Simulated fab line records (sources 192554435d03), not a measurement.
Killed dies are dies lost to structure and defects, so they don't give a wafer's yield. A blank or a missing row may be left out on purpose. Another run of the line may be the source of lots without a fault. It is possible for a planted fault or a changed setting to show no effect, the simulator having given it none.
Chamber matching :: flow n5_finfet :: rie_diel-06 running N5_BEOL_M3_VIA_ETCH_34: 4 sister chambers
The step etches the open film in C4F6/O2, target depth 69.4 nm, time 65.9 s. 16 wafers are shown with their chamber, then 8 later ones without.

== WAFERS WITH THEIR CHAMBER ==
wafer: L074.2
chamber: 3
drypump_motor_current_A (A): 5.2
throttle_valve_pct (%): 31.02
rf_vpp_V (V): 662

wafer: L074.3
chamber: 1
drypump_motor_current_A (A): 5.7
throttle_valve_pct (%): 30.87
rf_vpp_V (V): 659

wafer: L074.4
chamber: 2
drypump_motor_current_A (A): 5.8
throttle_valve_pct (%): 30.78
rf_vpp_V (V): 665

wafer: L076.2
chamber: 2
drypump_motor_current_A (A): 5.9
throttle_valve_pct (%): 30.76
rf_vpp_V (V): 665

wafer: L076.3
chamber: 3
drypump_motor_current_A (A): 5.2
throttle_valve_pct (%): 31.03
rf_vpp_V (V): 662

wafer: L076.5
chamber: 2
drypump_motor_current_A (A): 5.8
throttle_valve_pct (%): 30.77
rf_vpp_V (V): 665

wafer: L078.1
chamber: 0
drypump_motor_current_A (A): 5.4
throttle_valve_pct (%): 31.01
rf_vpp_V (V): 660

wafer: L078.3
chamber: 1
drypump_motor_current_A (A): 5.7
throttle_valve_pct (%): 30.71
rf_vpp_V (V): 671

wafer: L078.4
chamber: 2
drypump_motor_current_A (A): 5.8
throttle_valve_pct (%): 30.79
rf_vpp_V (V): 664

wafer: L080.2
chamber: 2
drypump_motor_current_A (A): 5.8
throttle_valve_pct (%): 30.79
rf_vpp_V (V): 664

wafer: L080.3
chamber: 0
drypump_motor_current_A (A): 5.4
throttle_valve_pct (%): 31.02
rf_vpp_V (V): 658

wafer: L080.6
chamber: 2
drypump_motor_current_A (A): 5.8
throttle_valve_pct (%): 30.79
rf_vpp_V (V): 664

wafer: L082.2
chamber: 2
drypump_motor_current_A (A): 5.8
throttle_valve_pct (%): 30.79
rf_vpp_V (V): 664

wafer: L082.4
chamber: 3
drypump_motor_current_A (A): 5.1
throttle_valve_pct (%): 30.74
rf_vpp_V (V): 662

wafer: L082.5
chamber: 1
drypump_motor_current_A (A): 5.7
throttle_valve_pct (%): 30.72
rf_vpp_V (V): 670

wafer: L089.3
chamber: 3
drypump_motor_current_A (A): 5.2
throttle_valve_pct (%): 30.75
rf_vpp_V (V): 661

SIGNATURES (averages over the wafers above)
reading: drypump_motor_current_A
chamber 0: 5.400
chamber 1: 5.700
chamber 2: 5.814
chamber 3: 5.175
scatter within a chamber: 0.0366

reading: throttle_valve_pct
chamber 0: 31.0150
chamber 1: 30.7667
chamber 2: 30.7814
chamber 3: 30.8850
scatter within a chamber: 0.0892

reading: rf_vpp_V
chamber 0: 659.00
chamber 1: 666.67
chamber 2: 664.43
chamber 3: 661.75
scatter within a chamber: 2.79
Rule: for a wafer and a chamber, the distance is found by dividing, reading by reading, the gap between the wafer's reading and the chamber's mean by the reading's scatter, squaring, summing and taking the root. If the next closest chamber is less than 2 further off than the closest, the wafer can't be placed; otherwise it belongs to the closest. The scatter is the square root of a quotient: the sum, over the shown wafers, of each reading's squared deviation from its chamber's mean, divided by wafers minus chambers.

== WAFERS MISSING THEIR CHAMBER ==
wafer: L089.4
drypump_motor_current_A (A): 5.7
throttle_valve_pct (%): 30.72
rf_vpp_V (V): 669

wafer: L089.5
drypump_motor_current_A (A): 5.7
throttle_valve_pct (%): 30.73
rf_vpp_V (V): 672

wafer: L090.2
drypump_motor_current_A (A): 5.8
throttle_valve_pct (%): 30.82
rf_vpp_V (V): 664

wafer: L090.3
drypump_motor_current_A (A): 5.4
throttle_valve_pct (%): 31.02
rf_vpp_V (V): 659

wafer: L090.4
drypump_motor_current_A (A): 5.8
throttle_valve_pct (%): 30.74
rf_vpp_V (V): 670

wafer: L096.4
drypump_motor_current_A (A): 5.4
throttle_valve_pct (%): 31.04
rf_vpp_V (V): 658

wafer: L096.5
drypump_motor_current_A (A): 5.8
throttle_valve_pct (%): 30.82
rf_vpp_V (V): 663

wafer: L096.6
drypump_motor_current_A (A): 5.2
throttle_valve_pct (%): 30.77
rf_vpp_V (V): 662

== WHICH CHAMBER EACH ONE RAN IN ==
wafer: L089.4
from the rows above: 1
in truth: 1

wafer: L089.5
from the rows above: 1
in truth: 1

wafer: L090.2
from the rows above: 2
in truth: 2

wafer: L090.3
from the rows above: 0
in truth: 0

wafer: L090.4
from the rows above: can't be placed: 2 or 1
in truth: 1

wafer: L096.4
from the rows above: 0
in truth: 0

wafer: L096.5
from the rows above: 2
in truth: 2

wafer: L096.6
from the rows above: 3
in truth: 3
Correctly placed: 7 of 8. Can't be placed from these rows: 1 (the true chamber is among the candidates in 1). 0 placed wrongly.
